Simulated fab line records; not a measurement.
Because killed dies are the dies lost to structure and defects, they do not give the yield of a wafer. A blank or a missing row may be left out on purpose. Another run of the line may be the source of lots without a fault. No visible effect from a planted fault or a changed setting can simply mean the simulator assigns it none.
Which tool is to blame? | flow n5-finfet | Sampling: 23 lots, 69 wafers, 6 of 1938 route steps

== WHAT THE GAUGES READ, wafer by wafer ==
The record lacks any reading of a measuring or inspecting step that a usual standard deviation could be used to judge.

== WHICH TOOL RAN EACH LOT (tool, then ch and the chambers of the sampled wafers, then the start) ==
lot  | N5_SD_EPI_N_DESCUM_14             | N5_SD_EPI_N_STRIP_38                | N5_SD_EPI_P_ETCH_37               | N5_ILD0_CMP_07               | N5_DUMMY_REMOVAL_HM_STRIP_01      | N5_HKMG_FIN_ALD_74
L074 | rie-diel-01 ch 0,1,3, day 3 01:35 | plasma-asher-02 ch 0,1, day 3 02:22 | rie-diel-06 ch 0,3, day 3 05:59   | cmp-03 ch 0,1,3, day 3 13:25 | rie-diel-04 ch 1,2, day 3 21:40   | ald-hk-01 ch 1,2,3, day 3 22:41
L075 | rie-diel-05 ch 0,1, day 3 06:37   | plasma-asher-02 ch 0,1, day 3 07:27 | rie-diel-02 ch 0,2,3, day 3 13:05 | cmp-03 ch 0,1, day 3 20:40   | rie-diel-06 ch 1,3, day 4 05:54   | ald-hk-03 ch 1,2,3, day 4 06:53
L076 | rie-diel-05 ch 0,3, day 3 13:16   | plasma-asher-02 ch 1, day 3 14:10   | rie-diel-04 ch 1,2, day 3 18:17   | cmp-02 ch 0,1,2, day 4 03:53 | rie-diel-04 ch 0,1,3, day 4 11:44 | ald-hk-03 ch 0,1,2, day 4 12:44
L077 | rie-diel-03 ch 0,3, day 3 20:02   | plasma-asher-02 ch 0,1, day 3 20:49 | rie-diel-02 ch 1,2,3, day 4 00:28 | cmp-03 ch 2,3, day 4 07:44   | rie-diel-04 ch 1,2, day 4 16:02   | ald-hk-03 ch 1,3, day 4 16:59
L078 | rie-diel-01 ch 1,2,3, day 4 02:08 | plasma-asher-02 ch 0,1, day 4 02:55 | rie-diel-02 ch 0,2,3, day 4 07:34 | cmp-04 ch 1,2, day 4 15:35   | rie-diel-06 ch 1,2, day 4 23:38   | ald-hk-02 ch 0,1,3, day 5 00:41
L079 | rie-diel-01 ch 0,1,3, day 4 07:15 | plasma-asher-01 ch 0,1, day 4 08:02 | rie-diel-06 ch 0,1,2, day 4 14:50 | cmp-02 ch 0,1,3, day 4 22:14 | rie-diel-06 ch 0,1,3, day 5 06:53 | ald-hk-01 ch 1,2,3, day 5 07:53
L080 | rie-diel-05 ch 1,2,3, day 4 14:09 | plasma-asher-02 ch 0,1, day 4 14:56 | rie-diel-04 ch 1,2,3, day 4 19:26 | cmp-03 ch 0,2,3, day 5 03:50 | rie-diel-06 ch 1,2,3, day 5 12:06 | ald-hk-03 ch 1,2,3, day 5 13:04
L081 | rie-diel-03 ch 0,2,3, day 4 17:17 | plasma-asher-01 ch 0,1, day 4 18:04 | rie-diel-02 ch 0,2,3, day 4 22:35 | cmp-03 ch 1,2,3, day 5 06:28 | rie-diel-04 ch 1,3, day 5 14:49   | ald-hk-02 ch 1,2,3, day 5 16:03
L082 | rie-diel-05 ch 0,1,3, day 5 02:34 | plasma-asher-02 ch 0,1, day 5 03:21 | rie-diel-04 ch 1,2,3, day 5 07:45 | cmp-04 ch 0,3, day 5 16:12   | rie-diel-02 ch 0,1,2, day 6 00:22 | ald-hk-02 ch 1,3, day 6 01:28
L083 | rie-diel-03 ch 0,3, day 5 09:02   | plasma-asher-01 ch 0,1, day 5 09:49 | rie-diel-06 ch 0,1,3, day 5 14:20 | cmp-03 ch 0,2, day 5 22:55   | rie-diel-04 ch 0,2,3, day 6 06:54 | ald-hk-01 ch 0,2, day 6 07:51
L084 | rie-diel-01 ch 1,2, day 5 14:58   | plasma-asher-02 ch 0,1, day 5 15:45 | rie-diel-06 ch 0,2,3, day 5 20:07 | cmp-02 ch 0,2,3, day 6 04:31 | rie-diel-04 ch 1,2,3, day 6 12:29 | ald-hk-03 ch 0,3, day 6 13:27
L085 | rie-diel-01 ch 1,2,3, day 5 22:07 | plasma-asher-01 ch 0, day 5 22:54   | rie-diel-02 ch 1,2, day 6 02:32   | cmp-04 ch 0,3, day 6 10:28   | rie-diel-04 ch 0,1,2, day 6 18:31 | ald-hk-01 ch 0,2,3, day 6 19:41
L086 | rie-diel-03 ch 0,3, day 6 04:21   | plasma-asher-01 ch 0,1, day 6 05:08 | rie-diel-04 ch 1,2,3, day 6 09:05 | cmp-04 ch 0,1, day 6 16:19   | rie-diel-04 ch 0,1,2, day 7 01:14 | ald-hk-03 ch 1,3, day 7 02:19
L087 | rie-diel-03 ch 0,1,2, day 6 07:14 | plasma-asher-02 ch 0,1, day 6 08:02 | rie-diel-02 ch 2,3, day 6 12:01   | cmp-04 ch 1,2, day 6 20:00   | rie-diel-06 ch 0,2,3, day 7 04:03 | ald-hk-02 ch 0,2, day 7 05:04
L088 | rie-diel-01 ch 0,3, day 6 11:17   | plasma-asher-02 ch 0,1, day 6 12:04 | rie-diel-04 ch 0,2,3, day 6 15:57 | cmp-04 ch 0,1,2, day 6 23:11 | rie-diel-06 ch 0,1,2, day 7 07:17 | ald-hk-02 ch 0,1,3, day 7 08:15
L089 | rie-diel-03 ch 0,1,3, day 6 17:08 | plasma-asher-02 ch 0,1, day 6 17:57 | rie-diel-02 ch 0,2,3, day 6 22:59 | cmp-04 ch 0,1,3, day 7 06:14 | rie-diel-06 ch 0,2,3, day 7 14:43 | ald-hk-01 ch 0,1,3, day 7 15:40
L090 | rie-diel-03 ch 2,3, day 6 23:02   | plasma-asher-02 ch 0,1, day 6 23:49 | rie-diel-06 ch 0,1, day 7 04:45   | cmp-03 ch 0,1, day 7 11:52   | rie-diel-04 ch 1,2,3, day 7 20:16 | ald-hk-01 ch 0,2,3, day 7 21:14
L091 | rie-diel-05 ch 0,2,3, day 7 05:41 | plasma-asher-02 ch 0,1, day 7 06:28 | rie-diel-04 ch 1,2,3, day 7 10:58 | cmp-03 ch 0,2,3, day 7 18:26 | rie-diel-02 ch 0,1,3, day 8 02:31 | ald-hk-02 ch 0,2,3, day 8 03:41
L092 | rie-diel-03 ch 1,2, day 7 13:23   | plasma-asher-01 ch 0,1, day 7 14:13 | rie-diel-04 ch 0,2,3, day 7 18:02 | cmp-04 ch 0,3, day 8 01:34   | rie-diel-02 ch 1,2,3, day 8 09:50 | ald-hk-01 ch 0,3, day 8 10:50
L093 | rie-diel-01 ch 0,3, day 7 20:10   | plasma-asher-01 ch 0,1, day 7 20:57 | rie-diel-04 ch 0,1,3, day 8 00:34 | cmp-04 ch 0,1,2, day 8 07:43 | rie-diel-04 ch 0,2,3, day 8 15:35 | ald-hk-01 ch 1,2,3, day 8 16:34
L094 | rie-diel-03 ch 1,3, day 8 01:37   | plasma-asher-01 ch 0,1, day 8 02:47 | rie-diel-04 ch 0,3, day 8 06:23   | cmp-03 ch 2,3, day 8 13:43   | rie-diel-04 ch 1,3, day 8 23:01   | ald-hk-03 ch 1,2, day 8 23:58
L095 | rie-diel-05 ch 0,1,3, day 8 05:46 | plasma-asher-02 ch 0,1, day 8 06:33 | rie-diel-04 ch 0,1,2, day 8 10:17 | cmp-04 ch 0,1,3, day 8 18:27 | rie-diel-04 ch 0,1,3, day 9 02:26 | ald-hk-03 ch 0,1,2, day 9 03:28
L096 | rie-diel-05 ch 0,1,2, day 8 17:37 | plasma-asher-01 ch 0,1, day 8 18:24 | rie-diel-02 ch 0,3, day 8 23:35   | cmp-03 ch 0,2,3, day 9 06:52 | rie-diel-02 ch 1,2,3, day 9 14:52 | ald-hk-01 ch 1,2,3, day 9 15:50
- N5_SD_EPI_N_DESCUM_14: chemistry O2, time 7.9 s.
- N5_SD_EPI_N_STRIP_38: strips in N2/H2.
- N5_SD_EPI_P_ETCH_37: etches SOC in N2/H2, overetch 108 nm, time 486 s.
- N5_ILD0_CMP_07: polishes SiO2 flowable, stops on poly-Si, t overpolish 1.18 s, target thk 138.88 nm.
- N5_DUMMY_REMOVAL_HM_STRIP_01: strips SiNx in CH3F/O2, stops on poly-Si, target depth 4 nm, time 6.8 s.
- N5_HKMG_FIN_ALD_74: deposits La2O3, target thk 0.5 nm, pulse time 6 s, co reactant pulse time 1 s.

== WHAT THE TOOLS THEMSELVES READ (means of the sampled wafers that have a number; where no wafer has one, the mark that the record gives instead) ==
N5_SD_EPI_N_DESCUM_14. Usual: drypump-motor-current-A 5.7 A, standard deviation 0.41; o2-flow-sccm 225.0 sccm, standard deviation 0.6; oes-product-au 0.80 a.u., standard deviation 0.11; rf-vpp-V 243.1 V, standard deviation 1.7; showerhead-plenum-p-Torr 2.09 Torr, standard deviation 0.095; throttle-valve-pct 20.48 %, standard deviation 0.22.
lot  | tool        | drypump-motor-current-A (A) | o2-flow-sccm (sccm) | oes-product-au (a.u.) | rf-vpp-V (V) | showerhead-plenum-p-Torr (Torr) | throttle-valve-pct (%) | flag
L074 | rie-diel-01 | 6.0                         | 225.4               | 0.79                  | 242.4        | 2.04                            | 20.63                  |
L075 | rie-diel-05 | 5.5                         | 225.1               | 0.78                  | 241.8        | 1.99                            | 20.71                  |
L076 | rie-diel-05 | 5.5                         | 225.3               | 0.79                  | 243.0        | 2.03                            | 20.68                  |
L077 | rie-diel-03 | 5.9                         | 224.8               | 0.71                  | 242.2        | 2.02                            | 20.25                  |
L078 | rie-diel-01 | 5.8                         | 225.5               | 0.78                  | 241.7        | 2.03                            | 20.59                  |
L079 | rie-diel-01 | 6.0                         | 225.0               | 0.76                  | 242.9        | 2.03                            | 20.67                  |
L080 | rie-diel-05 | 5.6                         | 224.8               | 0.77                  | 244.2        | 2.15                            | 20.53                  |
L081 | rie-diel-03 | 5.9                         | 224.6               | 0.71                  | 242.1        | 2.03                            | 20.43                  |
L082 | rie-diel-05 | 5.5                         | 225.3               | 0.73                  | 241.6        | 2.05                            | 20.68                  |
L083 | rie-diel-03 | 5.9                         | 224.7               | 0.70                  | 241.9        | 2.01                            | 20.26                  |
L084 | rie-diel-01 | 5.4                         | 224.4               | 0.76                  | 242.9        | 2.05                            | 20.39                  |
L085 | rie-diel-01 | 5.8                         | 224.7               | 0.84                  | 243.8        | 2.12                            | 20.47                  |
L086 | rie-diel-03 | 6.2                         | 225.3               | 0.71                  | 242.6        | 2.05                            | 20.30                  |
L087 | rie-diel-03 | 5.6                         | 225.5               | 0.76                  | 242.9        | 2.06                            | 20.48                  |
L088 | rie-diel-01 | 5.9                         | 225.0               | 0.94                  | 243.1        | 2.11                            | 20.37                  |
L089 | rie-diel-03 | 5.8                         | 225.2               | 0.77                  | 243.8        | 2.09                            | 20.33                  |
L090 | rie-diel-03 | 6.2                         | 224.5               | 0.71                  | 242.4        | 2.07                            | 20.48                  |
L091 | rie-diel-05 | 5.5                         | 224.3               | 0.79                  | 244.1        | 2.11                            | 20.60                  |
L092 | rie-diel-03 | 5.6                         | 225.2               | 0.76                  | 242.3        | 2.07                            | 20.66                  |
L093 | rie-diel-01 | 6.2                         | 224.6               | 0.91                  | 243.6        | 2.17                            | 20.54                  |
L094 | rie-diel-03 | 5.8                         | 224.9               | 0.83                  | 244.6        | 2.17                            | 20.38                  |
L095 | rie-diel-05 | 5.5                         | 225.4               | 0.80                  | 242.6        | 2.05                            | 20.55                  |
L096 | rie-diel-05 | 5.6                         | 224.3               | 0.85                  | 242.8        | 2.07                            | 20.48                  |

N5_SD_EPI_N_STRIP_38. Usual: drypump-motor-current-A 6.08 A, standard deviation 0.12; heater-power-w 318 W, standard deviation 31; oes-product-au 0.759 a.u., standard deviation 0.011.
lot  | tool            | drypump-motor-current-A (A) | heater-power-w (W) | oes-product-au (a.u.) | flag
L074 | plasma-asher-02 | 6.05                        | 302                | 0.754                 |
L075 | plasma-asher-02 | 6.01                        | 309                | 0.766                 |
L076 | plasma-asher-02 | 6.15                        | 336                | 0.758                 |
L077 | plasma-asher-02 | 6.04                        | 306                | 0.766                 |
L078 | plasma-asher-02 | 6.11                        | 320                | 0.765                 |
L079 | plasma-asher-01 | 6.16                        | 311                | 0.762                 |
L080 | plasma-asher-02 | 6.03                        | 307                | 0.761                 |
L081 | plasma-asher-01 | 6.06                        | 337                | 0.771                 |
L082 | plasma-asher-02 | 6.10                        | 321                | 0.756                 |
L083 | plasma-asher-01 | 5.99                        | 330                | 0.759                 |
L084 | plasma-asher-02 | 6.09                        | 322                | 0.767                 |
L085 | plasma-asher-01 | 6.25                        | 289                | 0.765                 |
L086 | plasma-asher-01 | 6.03                        | 335                | 0.757                 |
L087 | plasma-asher-02 | 6.03                        | 304                | 0.754                 |
L088 | plasma-asher-02 | 6.05                        | 302                | 0.756                 |
L089 | plasma-asher-02 | 6.04                        | 306                | 0.755                 |
L090 | plasma-asher-02 | 6.09                        | 324                | 0.766                 |
L091 | plasma-asher-02 | 6.09                        | 322                | 0.761                 |
L092 | plasma-asher-01 | 6.06                        | 335                | 0.756                 |
L093 | plasma-asher-01 | 6.03                        | 335                | 0.748                 |
L094 | plasma-asher-01 | 6.02                        | 335                | 0.775                 |
L095 | plasma-asher-02 | 6.07                        | 303                | 0.758                 |
L096 | plasma-asher-01 | 6.05                        | 339                | 0.754                 |

N5_SD_EPI_P_ETCH_37. Usual: drypump-motor-current-A 5.8 A, standard deviation 0.6; oes-product-au 0.74 a.u., standard deviation 0.071; rf-vpp-V 240.4 V, standard deviation 1.2; showerhead-plenum-p-Torr 2.53 Torr, standard deviation 0.08; throttle-valve-pct 23.81 %, standard deviation 0.3.
lot  | tool        | drypump-motor-current-A (A) | oes-product-au (a.u.) | rf-vpp-V (V) | showerhead-plenum-p-Torr (Torr) | throttle-valve-pct (%) | flag
L074 | rie-diel-06 | 6.0                         | 0.65                  | 241.3        | 2.59                            | 24.12                  |
L075 | rie-diel-02 | 6.2                         | 0.79                  | 240.6        | 2.52                            | 23.96                  |
L076 | rie-diel-04 | 5.1                         | 0.79                  | 240.9        | 2.53                            | 23.58                  |
L077 | rie-diel-02 | 6.6                         | 0.74                  | 240.8        | 2.55                            | 23.89                  |
L078 | rie-diel-02 | 6.2                         | 0.78                  | 241.2        | 2.52                            | 23.97                  |
L079 | rie-diel-06 | 6.1                         | 0.67                  | 240.0        | 2.57                            | 24.12                  |
L080 | rie-diel-04 | 5.3                         | 0.74                  | 239.9        | 2.48                            | 23.64                  |
L081 | rie-diel-02 | 6.3                         | 0.78                  | 239.9        | 2.52                            | 23.98                  |
L082 | rie-diel-04 | 5.3                         | 0.73                  | 240.1        | 2.48                            | 23.64                  |
L083 | rie-diel-06 | 5.8                         | 0.65                  | 241.3        | 2.60                            | 24.11                  |
L084 | rie-diel-06 | 5.7                         | 0.67                  | 240.2        | 2.53                            | 23.99                  |
L085 | rie-diel-02 | 6.5                         | 0.70                  | 240.9        | 2.60                            | 23.61                  |
L086 | rie-diel-04 | 5.3                         | 0.72                  | 240.5        | 2.48                            | 23.65                  |
L087 | rie-diel-02 | 6.7                         | 0.74                  | 239.4        | 2.48                            | 24.23                  |
L088 | rie-diel-04 | 5.6                         | 0.74                  | 239.9        | 2.45                            | 23.62                  |
L089 | rie-diel-02 | 6.2                         | 0.76                  | 240.0        | 2.51                            | 23.98                  |
L090 | rie-diel-06 | 6.2                         | 0.71                  | 241.4        | 2.63                            | 24.09                  |
L091 | rie-diel-04 | 5.3                         | 0.71                  | 239.4        | 2.48                            | 23.66                  |
L092 | rie-diel-04 | 5.6                         | 0.73                  | 238.9        | 2.44                            | 23.62                  |
L093 | rie-diel-04 | 5.6                         | 0.77                  | 240.6        | 2.50                            | 23.77                  |
L094 | rie-diel-04 | 5.9                         | 0.79                  | 239.7        | 2.46                            | 23.74                  |
L095 | rie-diel-04 | 5.4                         | 0.75                  | 240.1        | 2.48                            | 23.60                  |
L096 | rie-diel-02 | 5.9                         | 0.76                  | 241.3        | 2.54                            | 24.00                  |

N5_ILD0_CMP_07. Usual: 12.1 A for motor-current-A, sd 1.1.
lot  | tool   | motor-current-A (A) | flag
L074 | cmp-03 | 11.1                |
L075 | cmp-03 | 11.0                |
L076 | cmp-02 | 13.5                |
L077 | cmp-03 | 12.5                |
L078 | cmp-04 | 12.8                |
L079 | cmp-02 | 12.8                |
L080 | cmp-03 | 12.3                |
L081 | cmp-03 | 12.4                |
L082 | cmp-04 | 12.4                |
L083 | cmp-03 | 12.0                |
L084 | cmp-02 | 13.3                |
L085 | cmp-04 | 11.8                |
L086 | cmp-04 | 13.1                |
L087 | cmp-04 | 13.0                |
L088 | cmp-04 | 13.1                |
L089 | cmp-04 | 12.5                |
L090 | cmp-03 | 11.1                |
L091 | cmp-03 | 11.6                |
L092 | cmp-04 | 11.9                |
L093 | cmp-04 | 13.1                |
L094 | cmp-03 | 12.0                |
L095 | cmp-04 | 12.5                |
L096 | cmp-03 | 11.9                |

N5_DUMMY_REMOVAL_HM_STRIP_01. Usual: drypump-motor-current-A 5.7 A, standard deviation 0.55; oes-product-au 0.66 a.u., standard deviation 0.066; rf-vpp-V 127.4 V, standard deviation 0.95; showerhead-plenum-p-Torr 1.98 Torr, standard deviation 0.056; throttle-valve-pct 16.32 %, standard deviation 0.18.
lot  | tool        | drypump-motor-current-A (A) | oes-product-au (a.u.) | rf-vpp-V (V) | showerhead-plenum-p-Torr (Torr) | throttle-valve-pct (%) | flag
L074 | rie-diel-04 | 5.2                         | 0.65                  | 126.6        | 1.95                            | 16.30                  |
L075 | rie-diel-06 | 5.6                         | 0.61                  | 128.1        | 2.05                            | 16.51                  |
L076 | rie-diel-04 | 5.5                         | 0.74                  | 126.9        | 1.98                            | 16.24                  |
L077 | rie-diel-04 | 5.2                         | 0.65                  | 127.1        | 1.95                            | 16.31                  |
L078 | rie-diel-06 | 5.8                         | 0.63                  | 128.2        | 1.97                            | 16.41                  |
L079 | rie-diel-06 | 5.8                         | 0.60                  | 127.3        | 2.05                            | 16.52                  |
L080 | rie-diel-06 | 5.5                         | 0.62                  | 126.9        | 2.00                            | 16.45                  |
L081 | rie-diel-04 | 5.4                         | 0.68                  | 128.0        | 1.97                            | 16.33                  |
L082 | rie-diel-02 | 6.1                         | 0.68                  | 127.7        | 2.02                            | 16.03                  |
L083 | rie-diel-04 | 5.6                         | 0.67                  | 126.8        | 1.94                            | 16.32                  |
L084 | rie-diel-04 | 5.3                         | 0.65                  | 127.1        | 1.95                            | 16.33                  |
L085 | rie-diel-04 | 5.4                         | 0.69                  | 128.1        | 1.97                            | 16.26                  |
L086 | rie-diel-04 | 5.4                         | 0.69                  | 126.8        | 1.97                            | 16.27                  |
L087 | rie-diel-06 | 5.7                         | 0.67                  | 127.2        | 1.99                            | 16.29                  |
L088 | rie-diel-06 | 6.1                         | 0.65                  | 127.4        | 2.00                            | 16.36                  |
L089 | rie-diel-06 | 5.7                         | 0.67                  | 127.8        | 1.99                            | 16.30                  |
L090 | rie-diel-04 | 5.3                         | 0.64                  | 127.2        | 1.95                            | 16.37                  |
L091 | rie-diel-02 | 6.2                         | 0.66                  | 127.1        | 2.01                            | 16.22                  |
L092 | rie-diel-02 | 6.6                         | 0.64                  | 128.1        | 1.99                            | 16.28                  |
L093 | rie-diel-04 | 5.6                         | 0.65                  | 126.5        | 1.93                            | 16.34                  |
L094 | rie-diel-04 | 5.3                         | 0.67                  | 127.2        | 1.99                            | 16.33                  |
L095 | rie-diel-04 | 5.6                         | 0.69                  | 127.8        | 1.97                            | 16.30                  |
L096 | rie-diel-02 | 6.6                         | 0.64                  | 127.5        | 1.99                            | 16.29                  |

N5_HKMG_FIN_ALD_74. Usual: heater-power-w 355 W, standard deviation 26; precursor-pulse-height-rel 1.000, standard deviation 0.019.
lot  | tool      | heater-power-w (W) | precursor-pulse-height-rel | flag
L074 | ald-hk-01 | 341                | 0.994                      |
L075 | ald-hk-03 | 373                | 0.995                      |
L076 | ald-hk-03 | 354                | 0.995                      |
L077 | ald-hk-03 | 366                | 0.997                      |
L078 | ald-hk-02 | 356                | 0.982                      |
L079 | ald-hk-01 | 343                | 1.004                      |
L080 | ald-hk-03 | 369                | 0.995                      |
L081 | ald-hk-02 | 366                | 1.005                      |
L082 | ald-hk-02 | 350                | 1.007                      |
L083 | ald-hk-01 | 341                | 0.998                      |
L084 | ald-hk-03 | 368                | 0.983                      |
L085 | ald-hk-01 | 347                | 1.011                      |
L086 | ald-hk-03 | 384                | 0.996                      |
L087 | ald-hk-02 | 350                | 1.007                      |
L088 | ald-hk-02 | 359                | 0.989                      |
L089 | ald-hk-01 | 362                | 0.997                      |
L090 | ald-hk-01 | 348                | 1.002                      |
L091 | ald-hk-02 | 342                | 1.000                      |
L092 | ald-hk-01 | 354                | 1.018                      |
L093 | ald-hk-01 | 346                | 1.013                      |
L094 | ald-hk-03 | 361                | 0.986                      |
L095 | ald-hk-03 | 352                | 0.997                      |
L096 | ald-hk-01 | 344                | 0.996                      |

== THE ANSWER, worked out from the rows above alone ==
Rule: a lot is off if the mean of its wafers that have a number lies more than 3 standard deviations from the usual mean. Also off: a lot with no number at a reading for which 4 or more lots have one. Any other lot the step has rows for is counted as sound. The gauges are gone through in route order, then the tools' own readings, and for those a lot's mean is taken as printed above. At the first step where some lot is off, the reading lying furthest off is the one used; lots without a number count as furthest.
No lot is off at any reading shown: from this, nothing can be told.

== WHAT THE SIMULATOR PUT IN ==
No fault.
